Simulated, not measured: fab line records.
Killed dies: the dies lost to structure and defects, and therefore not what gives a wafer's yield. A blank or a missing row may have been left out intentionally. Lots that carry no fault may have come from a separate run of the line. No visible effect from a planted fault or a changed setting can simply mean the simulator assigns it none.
Which tool is to blame?    flow n5Finfet    72 wafers from 24 lots sampled at 6 of the route's 1938 steps

## WHAT EACH GAUGE READ, for each wafer
N5_BEOL_M3_INSPECT_59: inspects for defects (darkfield). Usual: rawDefectCount 67, standard deviation 23.
lot   measured      on                rawDefectCount  flag
L074  day 7 03:35   defectInspect-01  70 59 44        
L076  day 7 20:37   defectInspect-02  47 33 45        
L075  day 7 20:52   defectInspect-01  67 74 96        
L077  day 8 03:50   defectInspect-01  96 65 82        
L078  day 8 09:34   defectInspect-01  111 105 87      
L079  day 8 12:43   defectInspect-01  78 67 40        
L080  day 8 20:47   defectInspect-02  80 115 93       
L081  day 9 00:14   defectInspect-02  53 67 107       
L082  day 9 00:43   defectInspect-02  51 114 87       
L083  day 9 11:57   defectInspect-02  38 72 31        
L084  day 9 16:44   defectInspect-02  56 80 81        
L085  day 10 03:28  defectInspect-02  40 46 43        
L086  day 10 10:49  defectInspect-02  41 89 54        
L087  day 10 15:58  defectInspect-01  45 69 42        
L088  day 10 21:38  defectInspect-02  94 59 60        
L089  day 10 23:04  defectInspect-02  62 74 127       
L090  day 11 07:37  defectInspect-02  64 89 64        
L091  day 11 08:11  defectInspect-01  33 59 39        
L092  day 11 14:01  defectInspect-02  95 66 56        
L093  day 11 20:40  defectInspect-02  66 47 81        
L094  day 12 13:53  defectInspect-02  28 63 72        
L095  day 12 21:12  defectInspect-02  67 79 61        
L097  day 13 01:08  defectInspect-01  61 40 50        
L096  day 13 05:42  defectInspect-01  86 97 162       

## EACH LOT AND THE TOOL THAT RAN IT (in order: tool; ch and the chambers of the sampled wafers; start)
lot   N5_BEOL_M3_ALD_98                 N5_BEOL_M3_ETCHBACK_99             N5_BEOL_M3_SPUTTER_88        N5_BEOL_M3_ANNEAL_91         N5_BEOL_M3_CO_CAP_55
L074  aldSin-03 ch 0,2,3, day 6 21:40   rieDiel-05 ch 0,1,2, day 6 23:23   pvdSputter-02, day 7 01:37   pvdSputter-02, day 7 01:55   cvdCo-02 ch 0,1,2, day 7 03:22
L076  aldSin-03 ch 1,2,3, day 7 10:47   rieDiel-05 ch 1,2,3, day 7 16:20   pvdSputter-03, day 7 18:38   pvdSputter-03, day 7 18:56   cvdCo-02 ch 0,1, day 7 20:23
L075  aldSin-04 ch 1,2,3, day 7 14:05   rieDiel-05 ch 1,2,3, day 7 16:48   pvdSputter-01, day 7 18:52   pvdSputter-01, day 7 19:10   cvdCo-01 ch 0,1, day 7 20:39
L077  aldSin-04 ch 1,2, day 7 19:02     rieDiel-06 ch 0,1,3, day 7 21:36   pvdSputter-03, day 8 01:53   pvdSputter-03, day 8 02:11   cvdCo-01 ch 0,2, day 8 03:37
L078  aldSin-02 ch 0,2,3, day 8 03:35   rieDiel-02 ch 0,1, day 8 03:42     pvdSputter-01, day 8 07:37   pvdSputter-01, day 8 07:55   cvdCo-01 ch 0,1, day 8 09:22
L079  aldSin-04 ch 0,1,3, day 8 04:46   rieDiel-02 ch 0,2,3, day 8 08:10   pvdSputter-02, day 8 10:35   pvdSputter-02, day 8 10:53   cvdCo-01 ch 0,1,2, day 8 12:30
L080  aldSin-04 ch 0,1,3, day 8 12:26   rieDiel-06 ch 1,2,3, day 8 16:21   pvdSputter-03, day 8 18:46   pvdSputter-03, day 8 19:04   cvdCo-02 ch 0,2, day 8 20:34
L081  aldSin-04 ch 0,1,3, day 8 18:13   rieDiel-06 ch 0,2,3, day 8 19:53   pvdSputter-03, day 8 22:17   pvdSputter-03, day 8 22:35   cvdCo-01 ch 1,2, day 9 00:02
L082  aldSin-03 ch 0,1,3, day 8 18:48   rieDiel-06 ch 1,2,3, day 8 20:29   pvdSputter-01, day 8 22:46   pvdSputter-01, day 8 23:04   cvdCo-02 ch 0,2, day 9 00:31
L083  aldSin-02 ch 1,3, day 9 06:56     rieDiel-05 ch 1,3, day 9 07:38     pvdSputter-03, day 9 10:00   pvdSputter-03, day 9 10:18   cvdCo-02 ch 0,2, day 9 11:44
L084  aldSin-04 ch 0,2, day 9 09:14     rieDiel-06 ch 0,1, day 9 11:39     pvdSputter-02, day 9 14:34   pvdSputter-02, day 9 14:52   cvdCo-01 ch 1,2, day 9 16:29
L085  aldSin-04 ch 0,2,3, day 9 21:37   rieDiel-02 ch 0,1,2, day 9 22:56   pvdSputter-03, day 10 01:31  pvdSputter-03, day 10 01:49  cvdCo-01 ch 1,2, day 10 03:16
L086  aldSin-02 ch 2,3, day 10 05:07    rieDiel-02 ch 0,1,3, day 10 06:25  pvdSputter-03, day 10 08:50  pvdSputter-03, day 10 09:08  cvdCo-01 ch 1,2, day 10 10:35
L087  aldSin-03 ch 0,1,2, day 10 09:32  rieDiel-06 ch 2,3, day 10 10:58    pvdSputter-02, day 10 14:00  pvdSputter-02, day 10 14:18  cvdCo-02 ch 0,1,2, day 10 15:45
L088  aldSin-03 ch 0,1,2, day 10 12:50  rieDiel-06 ch 0,3, day 10 15:23    pvdSputter-02, day 10 19:41  pvdSputter-02, day 10 19:59  cvdCo-02 ch 0,1,2, day 10 21:25
L089  aldSin-04 ch 0,2, day 10 17:44    rieDiel-06 ch 1,2,3, day 10 18:45  pvdSputter-03, day 10 21:07  pvdSputter-03, day 10 21:25  cvdCo-02 ch 0,1, day 10 22:52
L090  aldSin-02 ch 0,1, day 11 02:35    rieDiel-05 ch 0,1,2, day 11 03:15  pvdSputter-01, day 11 05:31  pvdSputter-01, day 11 05:49  cvdCo-01 ch 0,1,2, day 11 07:19
L091  aldSin-04 ch 0,1,3, day 11 03:34  rieDiel-05 ch 0,1, day 11 03:55    pvdSputter-02, day 11 06:13  pvdSputter-02, day 11 06:31  cvdCo-02 ch 0,2, day 11 07:59
L092  aldSin-03 ch 1,3, day 11 08:40    rieDiel-06 ch 0,3, day 11 09:07    pvdSputter-02, day 11 12:03  pvdSputter-02, day 11 12:21  cvdCo-02 ch 0,1,2, day 11 13:48
L093  aldSin-03 ch 1,2,3, day 11 16:07  rieDiel-02 ch 2,3, day 11 16:23    pvdSputter-03, day 11 18:42  pvdSputter-03, day 11 19:00  cvdCo-02 ch 0,1, day 11 20:27
L094  aldSin-03 ch 0,1,3, day 12 07:47  rieDiel-06 ch 1,2, day 12 09:34    pvdSputter-02, day 12 11:56  pvdSputter-02, day 12 12:14  cvdCo-02 ch 0,2, day 12 13:41
L095  aldSin-02 ch 0,1,3, day 12 16:17  rieDiel-05 ch 0,1,2, day 12 16:32  pvdSputter-01, day 12 19:14  pvdSputter-01, day 12 19:32  cvdCo-02 ch 0,2, day 12 20:59
L097  aldSin-04 ch 1,2,3, day 12 18:21  rieDiel-06 ch 0,2,3, day 12 20:01  pvdSputter-02, day 12 23:05  pvdSputter-02, day 12 23:23  cvdCo-02 ch 0,1,2, day 13 00:56
L096  aldSin-03 ch 1,2,3, day 12 22:22  rieDiel-05 ch 0,2,3, day 13 01:01  pvdSputter-02, day 13 03:32  pvdSputter-02, day 13 03:52  cvdCo-02 ch 1,2, day 13 05:22
- N5_BEOL_M3_ALD_98: deposits SiO2, target thk 2.5 nm, pulse time 1 s, co reactant pulse time 1 s.
- N5_BEOL_M3_ETCHBACK_99: etches SiO2 in CHF3, target depth 5 nm, time 10.4 s.
- N5_BEOL_M3_SPUTTER_88: material Cu, target thk 4.5 nm, time 8.29 s.
- N5_BEOL_M3_ANNEAL_91: time 240 s.
- N5_BEOL_M3_CO_CAP_55: material Co, precursor CCTBA/H2, target thk 2 nm, time 102.1 s.

## AS READ BY THE TOOLS THEMSELVES (means over the sampled wafers that have a number; for cases with no such wafer, the mark the record gives instead)
N5_BEOL_M3_ALD_98. Usual: heaterPowerW 77 W, standard deviation 5.8; precursorPulseHeightRel 1.000, standard deviation 0.02.
lot   tool       heaterPowerW (W)  precursorPulseHeightRel  flag
L074  aldSin-03  77                0.992                    
L076  aldSin-03  78                0.985                    
L075  aldSin-04  77                1.016                    
L077  aldSin-04  81                1.007                    
L078  aldSin-02  70                0.993                    
L079  aldSin-04  77                1.004                    
L080  aldSin-04  78                1.000                    
L081  aldSin-04  77                0.998                    
L082  aldSin-03  79                0.995                    
L083  aldSin-02  71                0.997                    
L084  aldSin-04  80                0.992                    
L085  aldSin-04  79                0.994                    
L086  aldSin-02  70                1.012                    
L087  aldSin-03  72                1.000                    
L088  aldSin-03  73                1.007                    
L089  aldSin-04  82                1.008                    
L090  aldSin-02  80                1.003                    
L091  aldSin-04  77                0.986                    
L092  aldSin-03  79                0.993                    
L093  aldSin-03  77                1.022                    
L094  aldSin-03  77                1.005                    
L095  aldSin-02  74                1.009                    
L097  aldSin-04  79                1.006                    
L096  aldSin-03  80                0.980                    

N5_BEOL_M3_ETCHBACK_99. Usual: drypumpMotorCurrentA 5.5 A, standard deviation 0.42; oesProductAu 0.81 a.u., standard deviation 0.074; rfVppV 237 V, standard deviation 7.5; showerheadPlenumPTorr 2.17 Torr, standard deviation 0.08; throttleValvePct 16.96 %, standard deviation 0.15.
lot   tool        drypumpMotorCurrentA (A)  oesProductAu (a.u.)  rfVppV (V)  showerheadPlenumPTorr (Torr)  throttleValvePct (%)  flag
L074  rieDiel-05  5.6                       0.87                 240         2.22                          16.94                 
L076  rieDiel-05  5.4                       0.87                 242         2.22                          16.94                 
L075  rieDiel-05  5.4                       0.87                 242         2.22                          16.93                 
L077  rieDiel-06  5.4                       0.81                 233         2.10                          16.92                 
L078  rieDiel-02  5.7                       0.77                 235         2.11                          16.96                 
L079  rieDiel-02  5.5                       0.73                 238         2.17                          17.13                 
L080  rieDiel-06  5.3                       0.76                 230         2.12                          16.97                 
L081  rieDiel-06  5.6                       0.85                 236         2.15                          16.83                 
L082  rieDiel-06  5.3                       0.76                 230         2.12                          16.96                 
L083  rieDiel-05  5.4                       0.85                 241         2.19                          17.00                 
L084  rieDiel-06  5.0                       0.76                 233         2.15                          17.07                 
L085  rieDiel-02  5.6                       0.73                 236         2.12                          17.06                 
L086  rieDiel-02  5.5                       0.74                 236         2.16                          17.05                 
L087  rieDiel-06  5.6                       0.81                 232         2.16                          16.89                 
L088  rieDiel-06  5.7                       0.87                 240         2.13                          16.82                 
L089  rieDiel-06  5.3                       0.76                 230         2.12                          16.99                 
L090  rieDiel-05  5.6                       0.82                 240         2.21                          16.99                 
L091  rieDiel-05  5.9                       0.84                 236         2.19                          17.10                 
L092  rieDiel-06  5.8                       0.82                 233         2.06                          16.84                 
L093  rieDiel-02  5.8                       0.71                 232         2.15                          17.17                 
L094  rieDiel-06  4.9                       0.90                 229         2.16                          16.82                 
L095  rieDiel-05  5.7                       0.81                 241         2.21                          17.01                 
L097  rieDiel-06  5.7                       0.82                 236         2.14                          16.89                 
L096  rieDiel-05  5.4                       0.79                 244         2.19                          16.94                 

N5_BEOL_M3_SPUTTER_88. Usual: throttleValvePct 29.7 %, standard deviation 0.91.
lot   tool           throttleValvePct (%)  flag
L074  pvdSputter-02  29.4                  
L076  pvdSputter-03  30.0                  
L075  pvdSputter-01  29.9                  
L077  pvdSputter-03  30.1                  
L078  pvdSputter-01  29.7                  
L079  pvdSputter-02  30.6                  
L080  pvdSputter-03  29.2                  
L081  pvdSputter-03  29.0                  
L082  pvdSputter-01  30.6                  
L083  pvdSputter-03  30.1                  
L084  pvdSputter-02  28.9                  
L085  pvdSputter-03  30.0                  
L086  pvdSputter-03  29.4                  
L087  pvdSputter-02  29.6                  
L088  pvdSputter-02  29.5                  
L089  pvdSputter-03  29.0                  
L090  pvdSputter-01  29.2                  
L091  pvdSputter-02  29.7                  
L092  pvdSputter-02  29.0                  
L093  pvdSputter-03  30.4                  
L094  pvdSputter-02  30.3                  
L095  pvdSputter-01  30.2                  
L097  pvdSputter-02  29.8                  
L096  pvdSputter-02  29.2                  

N5_BEOL_M3_ANNEAL_91. Usual: heaterPowerW 801 W, standard deviation 100.
lot   tool           heaterPowerW (W)  flag
L074  pvdSputter-02  767               
L076  pvdSputter-03  799               
L075  pvdSputter-01  855               
L077  pvdSputter-03  824               
L078  pvdSputter-01  838               
L079  pvdSputter-02  764               
L080  pvdSputter-03  886               
L081  pvdSputter-03  906               
L082  pvdSputter-01  751               
L083  pvdSputter-03  751               
L084  pvdSputter-02  779               
L085  pvdSputter-03  775               
L086  pvdSputter-03  855               
L087  pvdSputter-02  710               
L088  pvdSputter-02  719               
L089  pvdSputter-03  930               
L090  pvdSputter-01  882               
L091  pvdSputter-02  831               
L092  pvdSputter-02  715               
L093  pvdSputter-03  791               
L094  pvdSputter-02  705               
L095  pvdSputter-01  794               
L097  pvdSputter-02  705               
L096  pvdSputter-02  835               

N5_BEOL_M3_CO_CAP_55. Usual: heaterPowerW 230 W, standard deviation 17.
lot   tool      heaterPowerW (W)  flag
L074  cvdCo-02  233               
L076  cvdCo-02  239               
L075  cvdCo-01  221               
L077  cvdCo-01  215               
L078  cvdCo-01  231               
L079  cvdCo-01  222               
L080  cvdCo-02  243               
L081  cvdCo-01  229               
L082  cvdCo-02  246               
L083  cvdCo-02  244               
L084  cvdCo-01  224               
L085  cvdCo-01  224               
L086  cvdCo-01  229               
L087  cvdCo-02  236               
L088  cvdCo-02  239               
L089  cvdCo-02  244               
L090  cvdCo-01  224               
L091  cvdCo-02  245               
L092  cvdCo-02  236               
L093  cvdCo-02  224               
L094  cvdCo-02  243               
L095  cvdCo-02  251               
L097  cvdCo-02  237               
L096  cvdCo-02  231               

## THE ANSWER, worked out from the rows above alone
Rule: a lot is off if the mean of its wafers that have a number lies more than 3 standard deviations from the usual mean. Also off: a lot with no number at a reading for which 4 or more lots have one. Any other lot the step has rows for is counted as sound. The gauges are gone through in route order, then the tools' own readings, and for those a lot's mean is taken as printed above. The first step at which some lot is off is used, and at that step the reading that is off furthest; a lot without a number counts as furthest.
No lot is off on any of the readings shown, so nothing can be concluded from this.

## WHAT THE SIMULATOR HAD PUT IN
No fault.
